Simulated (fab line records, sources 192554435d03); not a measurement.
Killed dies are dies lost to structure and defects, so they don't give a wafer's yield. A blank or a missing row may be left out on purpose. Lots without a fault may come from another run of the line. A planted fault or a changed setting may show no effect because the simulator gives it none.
Which tool did it? | flow n5_finfet | 9 lots, 27 wafers sampled, at 5 steps of a route of 1938

WHAT THE GAUGES READ, wafer by wafer
N5_BEOL_M4_RC_MEAS_101. Usual: DIBL_N 36.7 mV/V, standard deviation 2.4; DIBL_P 37.4 mV/V, standard deviation 2.9; IOFF_N 0.18 nA/um, standard deviation 0.05; IOFF_P 0.23 nA/um, standard deviation 0.058; ION_N 683 uA/um, standard deviation 16; ION_P 467 uA/um, standard deviation 11; SS_N 71.7 mV/dec, standard deviation 0.77; SS_P 73.5 mV/dec, standard deviation 0.87; VT_N 249 mV, standard deviation 4.3; VT_P -250 mV, standard deviation 4.4.
lot  | measured     | on        | DIBL_N (mV/V)  | DIBL_P (mV/V)  | IOFF_N (nA/um) | IOFF_P (nA/um) | ION_N (uA/um) | ION_P (uA/um) | SS_N (mV/dec)  | SS_P (mV/dec)  | VT_N (mV)   | VT_P (mV)      | flag
L117 | day 7 13:15  | prober-01 | 38.7 35.2 33.1 | 41.7 37.8 33.2 | 0.22 0.16 0.11 | 0.29 0.22 0.14 | 691 671 657   | 467 461 456   | 72.6 71.3 71.1 | 75.5 73.5 72.6 | 244 251 254 | -248 -251 -257 |
L118 | day 8 08:13  | prober-02 | 35.9 35.8 38.7 | 34.4 36.3 38.9 | 0.14 0.16 0.21 | 0.17 0.21 0.25 | 669 697 704   | 455 481 479   | 71.1 71.3 71.7 | 72.3 73.1 74.3 | 254 247 247 | -253 -251 -248 |
L124 | day 9 10:56  | prober-02 | 32.5 34.6 34.8 | 34.2 35.3 36.9 | 0.14 0.14 0.16 | 0.19 0.19 0.23 | 686 671 694   | 485 463 486   | 69.9 71.3 70.7 | 72.6 73.1 73.0 | 249 252 247 | -249 -250 -247 |
L126 | day 10 00:06 | prober-01 | 38.4 38.5 37.4 | 38.5 38.8 36.5 | 0.19 0.21 0.18 | 0.28 0.29 0.26 | 692 703 680   | 482 484 470   | 72.2 72.1 72.1 | 74.2 73.7 73.5 | 249 245 245 | -246 -246 -246 |
L127 | day 10 08:22 | prober-01 | 41.1 33.5 36.9 | 42.0 33.5 37.0 | 0.25 0.11 0.16 | 0.24 0.13 0.17 | 699 681 680   | 458 466 450   | 73.2 70.7 72.0 | 74.5 72.6 73.5 | 246 253 250 | -251 -259 -256 |
L136 | day 12 14:08 | prober-01 | 40.3 40.3 35.6 | 42.7 41.8 37.4 | 0.30 0.27 0.19 | 0.37 0.34 0.24 | 702 679 703   | 484 466 483   | 73.1 73.4 71.7 | 74.9 76.0 72.8 | 240 245 245 | -243 -246 -247 |
L137 | day 12 21:37 | prober-01 | 37.9 34.5 35.7 | 40.9 35.3 38.1 | 0.19 0.13 0.16 | 0.23 0.15 0.19 | 669 664 666   | 459 449 449   | 72.2 71.4 71.5 | 73.8 72.8 73.4 | 248 251 247 | -251 -256 -254 |
L138 | day 13 07:21 | prober-01 | 35.4 38.2 33.6 | 36.6 38.8 34.3 | 0.16 0.25 0.14 | 0.17 0.22 0.14 | 683 703 693   | 459 463 455   | 71.9 72.9 71.1 | 72.5 73.6 72.7 | 251 242 249 | -256 -252 -259 |
L140 | day 13 12:54 | prober-02 | 36.6 37.9 37.5 | 38.0 38.7 39.5 | 0.18 0.18 0.22 | 0.20 0.21 0.24 | 698 673 697   | 473 456 466   | 71.7 71.9 72.2 | 73.0 73.6 73.6 | 247 249 243 | -252 -252 -249 |

WHICH TOOL RAN EACH LOT (tool, then ch and the chambers of the sampled wafers, then the start)
lot  | N5_MOL_CONTACT_COAG_ETCH_15        | N5_MOL_CONTACT_COAG_PRE_CLEAN_141 | N5_MOL_CONTACT_COAG_ANNEAL_113   | N5_MOL_CONTACT_COAG_CMP_23
L117 | rie_diel-04 ch 0,1,3, day 4 17:56  | pvd_sputter-03, day 4 19:51       | rtp_anneal-02 ch 0, day 4 20:51  | cmp-03 ch 0,1,2, day 4 22:47
L118 | rie_diel-04 ch 0,3, day 5 06:05    | pvd_sputter-01, day 5 08:42       | rtp_anneal-02 ch 0, day 5 09:47  | cmp-03 ch 0,2,3, day 5 12:22
L124 | rie_diel-03 ch 0,1,3, day 6 08:57  | pvd_sputter-03, day 6 11:07       | rtp_anneal-01 ch 0, day 6 12:31  | cmp-03 ch 1,3, day 6 14:17
L126 | rie_diel-04 ch 0,1,2, day 6 20:43  | pvd_sputter-03, day 6 23:38       | rtp_anneal-01 ch 0, day 7 00:26  | cmp-03 ch 0,1,3, day 7 02:09
L127 | rie_diel-03 ch 1,2, day 7 07:02    | pvd_sputter-03, day 7 08:52       | rtp_anneal-02 ch 0, day 7 09:52  | cmp-04 ch 2,3, day 7 12:16
L136 | rie_diel-01 ch 0,1,2, day 9 11:39  | pvd_sputter-03, day 9 14:31       | rtp_anneal-01 ch 0, day 9 15:20  | cmp-03 ch 1,2,3, day 9 16:35
L137 | rie_diel-03 ch 0,2, day 9 21:41    | pvd_sputter-02, day 9 23:58       | rtp_anneal-01 ch 0, day 10 01:04 | cmp-03 ch 0,3, day 10 03:08
L138 | rie_diel-01 ch 0,1,2, day 9 23:18  | pvd_sputter-02, day 10 02:40      | rtp_anneal-01 ch 0, day 10 03:37 | cmp-02 ch 1,2, day 10 04:54
L140 | rie_diel-01 ch 0,2,3, day 10 12:23 | pvd_sputter-01, day 10 14:48      | rtp_anneal-02 ch 0, day 10 15:45 | cmp-03 ch 1,2,3, day 10 18:32
- N5_MOL_CONTACT_COAG_ETCH_15: etches SiNx in CH3F/O2, stops on Si:P, target depth 7 nm.
- N5_MOL_CONTACT_COAG_PRE_CLEAN_141: time 60 s.
- N5_MOL_CONTACT_COAG_ANNEAL_113: time 300 s.
- N5_MOL_CONTACT_COAG_CMP_23: polishes, stops on SiO2, t overpolish 1.5 s, target thk 0 nm.

WHAT THE TOOLS THEMSELVES READ (means of the sampled wafers that have a number; where no wafer has one, the mark that the record gives instead)
N5_MOL_CONTACT_COAG_ETCH_15. Usual: drypump_motor_current_A 5.7 A, standard deviation 0.45; oes_product_au 0.59 a.u., standard deviation 0.062; rf_vpp_V 301 V, standard deviation 8.1; showerhead_plenum_p_Torr 2.04 Torr, standard deviation 0.087; throttle_valve_pct 16.33 %, standard deviation 0.2.
lot  | tool        | drypump_motor_current_A (A) | oes_product_au (a.u.) | rf_vpp_V (V) | showerhead_plenum_p_Torr (Torr) | throttle_valve_pct (%) | flag
L117 | rie_diel-04 | 5.5                         | 0.65                  | 292          | 2.01                            | 16.30                  |
L118 | rie_diel-04 | 5.4                         | 0.62                  | 296          | 2.07                            | 16.38                  |
L124 | rie_diel-03 | 5.7                         | 0.57                  | 306          | 2.09                            | 16.45                  |
L126 | rie_diel-04 | 5.5                         | 0.64                  | 297          | 2.08                            | 16.22                  |
L127 | rie_diel-03 | 5.7                         | 0.59                  | 303          | 1.99                            | 16.21                  |
L136 | rie_diel-01 | 5.8                         | 0.60                  | 296          | 2.03                            | 16.30                  |
L137 | rie_diel-03 | 6.1                         | 0.54                  | 298          | 1.96                            | 16.45                  |
L138 | rie_diel-01 | 5.8                         | 0.60                  | 297          | 2.02                            | 16.31                  |
L140 | rie_diel-01 | 5.8                         | 0.59                  | 304          | 2.08                            | 16.32                  |

N5_MOL_CONTACT_COAG_PRE_CLEAN_141. Usual: heater_power_w 446 W, standard deviation 59; susceptor_temp_C 300.01 C, standard deviation 0.19.
lot  | tool           | heater_power_w (W) | susceptor_temp_C (C) | flag
L117 | pvd_sputter-03 | 434                | 300.17               |
L118 | pvd_sputter-01 | 464                | 299.83               |
L124 | pvd_sputter-03 | 554                | 299.96               |
L126 | pvd_sputter-03 | 440                | 300.13               |
L127 | pvd_sputter-03 | 455                | 300.06               |
L136 | pvd_sputter-03 | 482                | 299.82               |
L137 | pvd_sputter-02 | 431                | 300.11               |
L138 | pvd_sputter-02 | 398                | 299.94               |
L140 | pvd_sputter-01 | 474                | 299.89               |

N5_MOL_CONTACT_COAG_ANNEAL_113. Usual: lamp_power_pct 2.868 %, standard deviation 0.016; lamp_zone_2_pct 2.868 %, standard deviation 0.017; wafer_temp_C_max 402.0, standard deviation 0.38.
lot  | tool          | lamp_power_pct (%) | lamp_zone_2_pct (%) | wafer_temp_C_max | flag
L117 | rtp_anneal-02 | 2.882              | 2.882               | 402.1            |
L118 | rtp_anneal-02 | 2.883              | 2.883               | 402.0            |
L124 | rtp_anneal-01 | 2.853              | 2.849               | 402.0            |
L126 | rtp_anneal-01 | 2.851              | 2.851               | 401.7            |
L127 | rtp_anneal-02 | 2.883              | 2.883               | 401.6            |
L136 | rtp_anneal-01 | 2.850              | 2.852               | 401.6            |
L137 | rtp_anneal-01 | 2.850              | 2.853               | 402.1            |
L138 | rtp_anneal-01 | 2.851              | 2.852               | 401.6            |
L140 | rtp_anneal-02 | 2.881              | 2.883               | 401.6            |

N5_MOL_CONTACT_COAG_CMP_23. Usual: head_pressure_psi 2.001 psi, standard deviation 0.0041; motor_current_A 8.5 A, standard deviation 1.3; overpolish_run_s 1.499 s, standard deviation 0.0084; time_to_endpoint_s 8.4 s, standard deviation 2.8.
lot  | tool   | head_pressure_psi (psi) | motor_current_A (A) | overpolish_run_s (s) | time_to_endpoint_s (s) | flag
L117 | cmp-03 | 2.000                   | 8.7                 | 1.505                | 8.2                    |
L118 | cmp-03 | 1.999                   | 7.6                 | 1.501                | 6.4                    |
L124 | cmp-03 | 2.215                   | 9.2                 | 1.504                | 4.2                    | OFF
L126 | cmp-03 | 2.211                   | 8.8                 | 1.503                | 8.0                    | OFF
L127 | cmp-04 | 1.998                   | 9.0                 | 1.493                | 10.8                   |
L136 | cmp-03 | 2.006                   | 9.1                 | 1.493                | 5.0                    |
L137 | cmp-03 | 1.999                   | 7.1                 | 1.492                | 10.2                   |
L138 | cmp-02 | 2.004                   | 8.1                 | 1.501                | 9.0                    |
L140 | cmp-03 | 1.999                   | 9.3                 | 1.501                | 7.8                    |

THE ANSWER, worked out from the rows above alone
Rule: a lot is off if the mean of its wafers that have a number lies more than 3 standard deviations from the usual mean. A lot without any number at a reading at which 4 lots or more have one is off too. The other lots that the step has rows for count as sound. The gauges are gone through in route order, then the tools' own readings, and for those a lot's mean is taken as printed above. The first step at which some lot is off is used, and at that step the reading that is off furthest; a lot without a number counts as furthest.
Off: L124, L126, at N5_MOL_CONTACT_COAG_CMP_23 (head_pressure_psi).
A tool fits if, at that step or a process step before it, it ran every lot that is off, and no sound lot after the first of them. None of those tried fits.

WHAT THE SIMULATOR HAD PUT IN
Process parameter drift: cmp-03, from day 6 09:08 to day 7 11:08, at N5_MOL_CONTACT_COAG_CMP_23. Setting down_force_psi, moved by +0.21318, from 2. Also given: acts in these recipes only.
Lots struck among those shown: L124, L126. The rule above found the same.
